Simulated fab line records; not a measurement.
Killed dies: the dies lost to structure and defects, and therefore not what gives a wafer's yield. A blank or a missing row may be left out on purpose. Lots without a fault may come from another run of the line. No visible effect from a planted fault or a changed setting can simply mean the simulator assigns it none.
Which tool did it? + flow nandHarc + 12 lots with 36 wafers sampled at 2 steps, on a route of 1159 steps

WHAT THE GAUGES READ, wafer by wafer
NHARC_P_M2_THK_MEAS_24: measures by xrf.
| lot  | measured     | on           | thkNm (nm)        |
|------|--------------|--------------|-------------------|
| L075 | day 6 12:22  | filmMetro-02 | 142.8 144.3 141.9 |
| L076 | day 7 01:47  | filmMetro-02 | 147.0 142.1 146.0 |
| L079 | day 7 11:45  | filmMetro-02 | 146.2 146.2 144.5 |
| L082 | day 8 08:31  | filmMetro-01 | 145.2 144.6 143.4 |
| L083 | day 8 16:29  | filmMetro-01 | 143.6 142.6 141.7 |
| L085 | day 9 10:05  | filmMetro-02 | 144.3 144.6 143.9 |
| L087 | day 9 23:00  | filmMetro-01 | 145.1 144.6 143.9 |
| L088 | day 9 23:48  | filmMetro-02 | 145.5 145.3 144.3 |
| L090 | day 10 09:47 | filmMetro-02 | 144.7 144.0 143.5 |
| L092 | day 11 05:50 | filmMetro-02 | 144.2 144.2 144.7 |
| L094 | day 11 09:56 | filmMetro-02 | 144.4 143.1 145.0 |
| L097 | day 11 17:18 | filmMetro-02 | 142.7 142.9 143.4 |

EACH LOT AND THE TOOL THAT RAN IT (in order: tool; ch and the chambers of the sampled wafers; start)
| lot  | NHARC_P_M2_PVD_20                      |
|------|----------------------------------------|
| L075 | pvdSputter-01, day 6 12:22 or earlier  |
| L076 | pvdSputter-02, day 7 01:47 or earlier  |
| L079 | pvdSputter-02, day 7 11:45 or earlier  |
| L082 | pvdSputter-02, day 8 08:31 or earlier  |
| L083 | pvdSputter-03, day 8 16:29 or earlier  |
| L085 | pvdSputter-03, day 9 10:05 or earlier  |
| L087 | pvdSputter-02, day 9 23:00 or earlier  |
| L088 | pvdSputter-03, day 9 23:48 or earlier  |
| L090 | pvdSputter-01, day 10 09:47 or earlier |
| L092 | pvdSputter-02, day 11 05:50 or earlier |
| L094 | pvdSputter-02, day 11 09:56 or earlier |
| L097 | pvdSputter-01, day 11 17:18 or earlier |
- NHARC_P_M2_PVD_20: deposits TaN, target thk 5 nm, time 8.06 s.

THE ANSWER, worked out from the rows above alone
Rule: what is usual is taken from the lots themselves. Put in order of their means at a reading, lots are off if they are a third of the lots or fewer, leave a main group of 4 or more, and stand apart from it by a gap of 3 or more times the standard deviation of the main group's means; of several such gaps the widest counts. Not used: any main group whose means are identical at the precision the tables above print for the reading. Also off: a lot with no number at a reading for which 4 or more lots have one. Where the step has rows for the other lots, those lots are counted as sound.
None of the lots is off at any reading shown; this tells nothing.

WHAT THE SIMULATOR PUT IN
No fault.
